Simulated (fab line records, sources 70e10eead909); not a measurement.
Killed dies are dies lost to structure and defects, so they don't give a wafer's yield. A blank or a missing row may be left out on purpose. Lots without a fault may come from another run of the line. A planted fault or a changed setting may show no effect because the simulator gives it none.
fab line records | flow nand_harc
record lots=6 wafers=18 last_day=31
route steps=1302 shown P_STI@77 END@1302
lots that met no fault: from a run of the same line without faults
start_h: hours from the record's first day to the start of the lot's first wafer shown | wait_h: hours since the lot's step before | " the same as in the row above | L1.1+2: a row that stands for several wafers | - no value, or no start given | * or withheld: withheld | < > ~ a bound
route shown NAME@n: a module of which the file shows steps, and the number in the route of the first | usual: mean/standard deviation of fault-free wafers | same: alike in all rows | chamber/n: place in a boat | sites: the reading at each site | _std_site: their standard deviation | _edge_site: outer sites' mean less inner sites' | radius_mm: how far each site lies from the wafer's centre | mask NAME#n: copy n | behind: the tool/chamber that last shaped the wafer | hold: why the lot was held/for how many hours/how that ended | device: the transistor (n, p or np) that didn't switch | end of line: the same wafers' tests at the end of the route | a step without rows: its recipe alone | killed: dies lost to structure and defects at the first sort, not the wafer's yield | map: a wafer's dies, x killed, . not, _ none there
set.NAME: the setting as run; set.NAME@STEP: as run at that earlier step | model.NAME: the simulator's own value behind a step, which no gauge read
lots at some steps of the route; a table a step, a row a wafer
services: from which hour (start_h, from the record's first day; less than 0 if before it) a tool's chamber was out of use, for how many hours, and why
## steps
# step NHARC_P_STI_COAT_03
# recipe spin_rpm=2000 resist_thk_nm=600
# step NHARC_P_STI_SOFTBAKE_04
# recipe temp_c=125 time_s=70
# step NHARC_P_STI_EBR_05
# step NHARC_P_STI_EXPOSE_06
# recipe na=0.55 target_cd_nm=200 dose_mj=37.69 mask_id=P_STI
# step NHARC_P_STI_PEB_07
# recipe peb_temp_c=128 peb_time_s=80
# step NHARC_P_STI_DEVELOP_08
# recipe time_s=50 dev_temp_c=22
# step NHARC_P_STI_CD_MEAS_09
# recipe target_cd_nm=200 landing_energy_ev=500
# usual cd_nm=201/3.2
# same landing_energy_ev=500
# columns lot.wafer tool chamber start_h wait_h cd_nm
L384.2 cd_sem-01 0 92.90 - 203
L384.4 " 0 " " 208
L384.6 " 0 " " 206
L386.2 cd_sem-01 0 114.59 - 206
L386.3 " 0 " " 204
L386.6 " 0 " " 209
L388.1 cd_sem-02 0 136.61 - 195
L388.4 " 0 " " 202
L388.5 " 0 " " 199
L391.2 cd_sem-02 0 170.82 - 196
L391.4 " 0 " " 199
L391.6 " 0 " " 199
L396.2 cd_sem-03 0 211.74 - 204
L396.3 " 0 " " 199
L396.6 " 0 " " 203
L398.1 cd_sem-03 0 233.85 - 199
L398.3 " 0 " " 203
L398.5 " 0 " " 195
# step NHARC_P_STI_OVL_MEAS_10
# usual overlay_x_nm=-1/6.7 overlay_y_nm=-1/5.3
# columns lot.wafer tool chamber start_h wait_h overlay_x_nm overlay_y_nm
L384.2 overlay-01 - 92.99 - -9 0
L384.4 " - " " -9 0
L384.6 " - " " -9 -1
L386.2 overlay-02 - 114.68 - 5 2
L386.3 " - " " 6 3
L386.6 " - " " 5 3
L388.1 overlay-02 - 136.70 - -7 -7
L388.4 " - " " -7 -7
L388.5 " - " " -7 -7
L391.2 overlay-02 - 170.91 - 1 4
L391.4 " - " " 0 4
L391.6 " - " " 0 4
L396.2 overlay-01 - 211.83 - 5 4
L396.3 " - " " 5 4
L396.6 " - " " 5 5
L398.1 overlay-01 - 233.93 - -3 -7
L398.3 " - " " -4 -8
L398.5 " - " " -3 -7
# step NHARC_P_STI_INSPECT_11
# usual raw_defect_count=5.6/2.8
# columns lot.wafer tool chamber start_h wait_h raw_defect_count
L384.2 defect_inspect-01 - 93.03 0.0 3
L384.4 " - " " 2
L384.6 " - " " 4
L386.2 defect_inspect-02 - 114.72 0.0 3
L386.3 " - " " 5
L386.6 " - " " 5
L388.1 defect_inspect-02 - 136.74 0.0 5
L388.4 " - " " 11
L388.5 " - " " 6
L391.2 defect_inspect-02 - 170.95 0.0 8
L391.4 " - " " 8
L391.6 " - " " 3
L396.2 defect_inspect-01 - 211.87 0.0 1
L396.3 " - " " 8
L396.6 " - " " 9
L398.1 defect_inspect-01 - 233.97 0.0 15
L398.3 " - " " 1
L398.5 " - " " 7
# step NHARC_P_STI_HARDBAKE_13
# recipe temp_c=118 time_s=65
# step NHARC_P_STI_DESCUM_14
# recipe time_s=3 o2_flow_sccm=200 ar_flow_sccm=0 bias_power_w=0 chemistry=O2
# usual drypump_motor_current_A=5.73/0.28 oes_product_au=0.998/0.018 rf_vpp_V=57.8/0.97 showerhead_plenum_p_Torr=1.93/0.079 throttle_valve_pct=11.310/0.0095
# same bias_power_w=0
# columns lot.wafer tool chamber start_h wait_h drypump_motor_current_A oes_product_au rf_hours_counter_h rf_vpp_V showerhead_plenum_p_Torr throttle_valve_pct
L384.2 rie_diel-01 3 93.17 - 6.00 0.978 2 58.8 2.05 11.320
L384.4 " 1 " " 5.36 0.979 2 57.8 1.96 11.287
L384.6 " 3 " " 6.01 0.975 - 58.0 2.05 11.307
L386.2 rie_diel-08 0 114.85 - 5.52 1.032 7 57.3 1.88 11.308
L386.3 " 3 " " 5.58 1.027 6 56.8 1.84 11.305
L386.6 " 1 " " 5.60 1.014 - 57.9 1.84 11.291
L388.1 rie_diel-11 3 136.87 - 6.14 1.013 5 57.8 1.95 11.305
L388.4 " 3 " " 6.15 1.012 - 57.5 1.96 11.312
L388.5 " 1 " " 6.31 1.006 - 59.2 1.91 11.303
L391.4 rie_diel-01 3 171.08 - 6.02 0.976 6 58.7 2.04 11.303
L391.2 " 0 " " 6.01 0.992 6 56.4 1.90 11.314
L391.6 " 0 " " 6.02 0.986 - 57.8 1.90 11.308
L396.3 rie_diel-08 1 212.01 - 5.63 1.011 1 57.3 1.84 11.308
L396.2 " 3 " " 5.58 0.996 1 57.8 1.84 11.300
L396.6 " 1 " " 5.63 1.015 - 56.8 1.84 11.307
L398.1 rie_diel-08 2 234.12 - 5.77 1.003 2 59.0 2.06 11.297
L398.3 " 3 " " 5.58 1.005 3 56.3 1.84 11.319
L398.5 " 0 " " 5.54 1.016 - 57.6 1.88 11.323
# step NHARC_P_STI_ETCH_42
# recipe target_depth_a=800 overetch_a=240 time_s=61 ion_energy_ev=200 n2_flow_sccm=150 h2_flow_sccm=150 ar_flow_sccm=0 rf_w=400 bias_w=150 chemistry=N2/H2
# usual drypump_motor_current_A=5.71/0.29 oes_product_au=0.999/0.017 rf_vpp_V=431.0/2.4 run_length_s=82.1/0.43 showerhead_plenum_p_Torr=2.05/0.083 throttle_valve_pct=14.171/0.0097
# columns lot.wafer tool chamber start_h wait_h drypump_motor_current_A oes_product_au rf_hours_counter_h rf_vpp_V run_length_s showerhead_plenum_p_Torr throttle_valve_pct
L384.4 rie_diel-01 2 93.25 0.1 5.59 0.963 2 429.0 82.4 2.03 14.181
L384.2 " 3 " " 6.03 0.986 2 435.0 82.1 2.18 14.165
L384.6 " 2 " " 5.58 0.959 - 430.4 82.8 2.03 14.163
L386.2 rie_diel-08 3 114.94 0.1 5.59 1.010 6 428.0 81.6 1.96 14.159
L386.3 " 1 " " 5.65 1.007 6 430.5 82.2 1.96 14.185
L386.6 " 0 " " 5.53 1.022 - 430.5 82.5 2.00 14.190
L388.1 rie_diel-11 0 136.98 0.1 5.36 1.026 5 429.3 82.1 1.99 14.176
L388.4 " 1 " " 6.33 0.989 - 430.3 82.7 2.04 14.176
L388.5 " 3 " " 6.16 1.015 - 432.3 81.4 2.09 14.162
L391.4 rie_diel-01 2 171.18 0.1 5.56 0.960 6 430.0 82.4 2.03 14.149
L391.2 " 3 " " 6.00 0.989 6 433.5 81.8 2.18 14.168
L391.6 " 1 " " 5.34 1.010 - 433.4 81.4 2.09 14.186
L396.3 rie_diel-08 0 212.09 0.1 5.53 1.010 1 429.7 82.0 2.00 14.172
L396.2 " 3 " " 5.60 1.003 1 428.5 81.6 1.96 14.167
L396.6 " 0 " " 5.53 1.007 - 429.3 82.4 2.00 14.170
L398.3 rie_diel-08 2 234.19 0.1 5.78 0.994 2 434.6 82.4 2.21 14.160
L398.1 " 0 " " 5.54 1.007 3 428.9 82.3 2.00 14.163
L398.5 " 2 " " 5.78 1.000 - 435.0 82.8 2.21 14.175
# step NHARC_P_STI_ETCH_31
# recipe target_depth_a=1089 time_s=54.5 cf4_flow_sccm=100 chf3_flow_sccm=30 ar_flow_sccm=0 rf_w=500 bias_w=200 chemistry=CF4/CHF3
# usual drypump_motor_current_A=5.70/0.28 oes_product_au=0.960/0.02 rf_vpp_V=371.0/2.2 run_length_s=75.6/0.45 showerhead_plenum_p_Torr=1.58/0.059 throttle_valve_pct=16.802/0.009
# columns lot.wafer tool chamber start_h wait_h drypump_motor_current_A oes_product_au rf_hours_counter_h rf_vpp_V run_length_s showerhead_plenum_p_Torr throttle_valve_pct
L384.2 rie_diel-01 0 93.33 - 6.05 0.954 2 369.3 75.4 1.56 16.810
L384.4 " 1 " " 5.35 0.961 2 372.5 75.4 1.61 16.820
L384.6 " 1 " " 5.34 0.953 - 370.4 74.9 1.61 16.799
L386.2 rie_diel-08 0 115.02 - 5.52 0.984 7 370.2 75.8 1.55 16.812
L386.3 " 3 " " 5.57 0.995 6 369.1 74.7 1.52 16.794
L386.6 " 0 " " 5.52 0.974 - 368.6 75.6 1.55 16.810
L388.1 rie_diel-11 1 137.07 - 6.31 0.912 5 370.7 76.3 1.57 16.785
L388.5 " 3 " " 6.19 0.945 - 370.5 75.2 1.61 16.789
L388.4 " 0 " " 5.32 0.949 - 369.6 76.3 1.54 16.817
L391.4 rie_diel-01 1 171.29 - 5.36 0.979 6 372.4 75.4 1.61 16.791
L391.2 " 3 " " 5.99 0.937 6 374.6 75.8 1.68 16.809
L391.6 " 1 " " 5.34 0.981 - 370.8 75.4 1.61 16.791
L396.2 rie_diel-08 1 212.17 - 5.63 0.966 1 369.5 66.3 1.52 16.807
L396.3 " 2 " " 5.78 0.954 1 374.1 75.9 1.69 16.795
L396.6 " 1 " " 5.64 0.964 - 368.0 75.5 1.52 16.811
L398.3 rie_diel-08 3 234.27 - 5.57 0.983 3 367.7 75.5 1.52 16.794
L398.1 " 2 " " 5.78 0.977 2 375.0 76.0 1.69 16.810
L398.5 " 3 " " 5.57 0.973 - 367.2 65.6 1.52 16.805
# step NHARC_P_STI_ETCH_15
# recipe target_depth_a=3000 taper_deg=4 time_s=100.1 hbr_flow_sccm=150 cl2_flow_sccm=50 rf_w=400 icp_w=400 bias_w=100 chemistry=HBr/Cl2
# usual drypump_motor_current_A=5.6/0.55 oes_product_au=1.006/0.016 throttle_valve_pct=26.405/0.0086
# columns lot.wafer tool chamber start_h wait_h drypump_motor_current_A oes_product_au rf_hours_counter_h throttle_valve_pct
L384.2 rie_si-03 0 93.44 - 5.1 0.969 0.2 26.413
L384.4 " 2 " " 6.3 0.996 0.2 26.417
L384.6 " 0 " " 5.1 0.961 - 26.402
L386.2 rie_si-05 0 115.14 - 6.7 0.999 0.9 26.403
L386.3 " 1 " " 5.5 1.015 0.9 26.408
L386.6 " 0 " " 6.6 1.007 - 26.401
L388.4 rie_si-05 0 137.19 - 6.7 1.023 0.0 26.396
L388.1 " 2 " " 5.6 0.989 0.0 26.407
L388.5 " 0 " " 6.6 1.018 - 26.409
L391.2 rie_si-05 2 171.41 - 5.6 0.997 0.2 26.403
L391.4 " 3 " " 6.3 0.991 0.2 26.414
L391.6 " 1 " " 5.5 1.016 - 26.408
L396.3 rie_si-01 0 212.29 - 5.5 1.019 0.0 26.419
L396.2 " 1 " " 5.2 1.019 0.1 26.413
L396.6 " 3 " " 5.7 1.030 - 26.396
L398.3 rie_si-01 3 234.40 - 5.7 1.028 0.3 26.405
L398.1 " 0 " " 5.5 1.015 0.3 26.403
L398.5 " 3 " " 5.6 1.028 - 26.387
# step NHARC_END_SORT_01
# recipe temp_c=25
# usual killed_at_array=59/20 killed_at_other=0.8/1.1 killed_at_periphery=5/3.1 killed_dies=64/21 killed_open=3.4/1.9 killed_short=2.3/1.7
# same gross_dies=677
# columns lot.wafer tool chamber start_h wait_h killed_at_array killed_at_other killed_at_periphery killed_dies killed_open killed_short
L386.2 prober-01 0 646.37 2.8 48 1 2 51 3 4
L386.3 prober-01 0 647.16 3.1 41 0 4 45 2 0
L386.6 prober-01 0 649.55 4.0 43 0 3 46 6 3
L391.4 prober-02 0 691.94 3.4 53 1 2 56 1 3
L396.2 prober-01 0 738.91 2.8 74 0 39 113 6 4
L398.5 prober-01 0 752.83 3.7 77 2 45 124 2 3
# killed by level:class
L386.2 A_CHANNEL_HOLE_D2:chamber_film_flake=36 A_CHANNEL_FILL_D1:geometric_particle:short=2 A_CHANNEL_FILL_D2:geometric_particle:short=2 A_CHANNEL_HOLE_D1:chamber_film_flake=2 A_STAIRCASE:chamber_film_flake=2 P_M1:geometric_particle:open=1 A_CHANNEL_HOLE_D2:geometric_particle:open=1 A_CHANNEL_FILL_D2:geometric_particle:open=1
L386.3 A_CHANNEL_HOLE_D2:chamber_film_flake=32 P_GATE:chamber_film_flake=3 A_CHANNEL_HOLE_D1:chamber_film_flake=2 A_SLIT:chamber_film_flake=2 A_BONDPAD:chamber_film_flake=2 P_M0:geometric_particle:open=1 A_CHANNEL_FILL_D1:geometric_particle:open=1 A_WL_FILL:chamber_film_flake=1
L386.6 A_CHANNEL_HOLE_D2:chamber_film_flake=31 A_CHANNEL_FILL_D1:geometric_particle:open=2 A_DECK1_JOINT:geometric_particle:short=2 P_GATE:chamber_film_flake=2 P_M0:geometric_particle:open=1 A_CHANNEL_FILL_D1:geometric_particle:short=1 A_DECK1_JOINT:geometric_particle:open=1 A_CHANNEL_FILL_D2:geometric_particle:open=1
L391.4 A_SLIT:chamber_film_flake=28 A_CHANNEL_HOLE_D1:chamber_film_flake=6 A_WL_FILL:chamber_film_flake=6 A_CONTACT:chamber_film_flake=3 A_DECK1_JOINT:geometric_particle:short=2 A_STAIRCASE:chamber_film_flake=2 A_M1:chamber_film_flake=2 A_CHANNEL_FILL_D1:geometric_particle:short=1
L396.2 P_STI:area_etch=35 A_CHANNEL_HOLE_D1:chamber_film_flake=33 A_STAIRCASE:chamber_film_flake=15 A_CONTACT:chamber_film_flake=7 A_CHANNEL_HOLE_D2:chamber_film_flake=6 A_SLIT:chamber_film_flake=5 P_CONTACT:geometric_particle:open=2 A_ONON_D1:geometric_particle:short=2
L398.5 P_STI:area_etch=33 A_CHANNEL_HOLE_D1:chamber_film_flake=31 A_SLIT:chamber_film_flake=30 P_M2:chamber_film_flake=4 A_CHANNEL_FILL_D1:chamber_film_flake=4 A_CONTACT:chamber_film_flake=4 P_CONTACT:chamber_film_flake=3 A_WL_FILL:chamber_film_flake=3
# map L396.2 (x killed, . not)
____________.____________
_________..x...._________
_______..........._______
______..........x.x______
_____.x........x.x.._____
____..........x......____
____.........x...x...____
___..............x.x..___
___x..........xx..x...___
__..........x.........x__
__.......x.....x.x.x...__
_....x.x......x.x......x_
_.....x................._
_.....x..........x......_
_....x................xx_
_......................._
........x.........x.x....
..x....................x.
........x.......x.....xx.
...x....xx.............x.
x...x.............x.....x
_......................._
_......................._
_......................._
_x............x.....x.x._
_......................x_
__..............x....xx__
__......x.....x.......x__
___.........xx..x.....___
___......xx..x...x..x.___
____..xx.xxxx....x.xx____
____....xxxxxxx..x..x____
_____.....xxxx....xx_____
______x.xxxxx.....x______
_______.xxxxx..xxx_______
_________xxxx.xx_________
____________.____________
# map L398.5 (x killed, . not)
____________.____________
_________......._________
_______..........x_______
______....x..x.....______
_____x......x..xxx.x_____
____x.x....x..xxxx.x.____
____x.xxx...x..xxxx.x____
___x.xxx......xxxxx...___
___.x.xx.........x....___
__..xxx..x....xx.xx....__
__..xx.x.x.....xx.x....__
_xx.xxx..x...x.x...x.x.._
_..x.xx......xx...x....._
_......................._
_....xx.x....xx........._
_...........x...x.x....._
....x..x..xxxx.x.........
...........xx............
....x...x..xx.x..........
....x.......x..xx........
.x........x.....x........
_..........x.....x......_
_...........x..........._
_........xxx.xx..x......_
_...........x...x.x..x.._
_.....x.......x.x......._
__.....................__
__.........x...........__
___..............x....___
___...........x.......___
____.................____
____.................____
_____........x...x.._____
______..x......x...______
_______..........._______
_________.....x._________
____________.____________
## services
# columns tool chamber start_h hours kind
rie_diel-08 0 71.81 - clean
rie_diel-08 1 71.81 - clean
rie_diel-08 2 71.81 - clean
rie_diel-08 3 71.81 - clean
rie_diel-01 0 75.36 2.1 repair
rie_diel-11 - 78.52 9.0 pm
rie_si-03 - 89.33 0.6 repair
rie_diel-11 2 93.09 1.9 repair
rie_si-03 1 95.48 4.3 repair
rie_diel-11 2 97.87 39.5 repair
rie_si-05 - 128.00 9.0 pm
rie_diel-08 1 151.33 4.0 repair
rie_si-03 3 151.47 8.1 repair
rie_diel-08 - 154.47 1.6 repair
rie_si-05 2 171.88 1.0 repair
rie_diel-08 0 176.66 12.7 repair
rie_si-03 2 183.47 2.4 repair
rie_si-03 - 190.67 0.6 repair
rie_diel-08 - 190.81 9.0 pm
rie_si-01 - 193.00 9.0 pm
rie_si-05 1 196.04 10.8 repair
rie_diel-01 - 203.93 9.0 pm
rie_si-05 - 204.49 0.4 repair
rie_si-03 - 221.00 9.0 pm
## key
first_sign step=NHARC_P_STI_ETCH_31 reading=run_length_s direction=down sigmas=22 usual=* struck=*
effect step=NHARC_END_SORT_01 reading=killed_at_periphery direction=up sigmas=12 usual=5 struck=42
more_kills_born_at NHARC_P_STI_ETCH_31@rie_diel-08=68
met_at NHARC_P_STI_ETCH_31
struck_wafers L396.2,L398.5
tester_left_out L396,L398
onset_between 115.02 212.17
fault kind=process_parameter_drift tool=rie_diel-08 chamber=- onset_h=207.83 steps=NHARC_P_STI_ETCH_31 channel=time_s offset=* shape=step end_h=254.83 scope=struck_wafers_only acts_in=* stated=*
# tester_left_out: of these lots the tester's yield and bins aren't shown, on N5 and GAA mostly nor the transistor test; their killed dies are dies lost to structure and defects alone, not to doping, threshold or leakage, so they don't give the yield
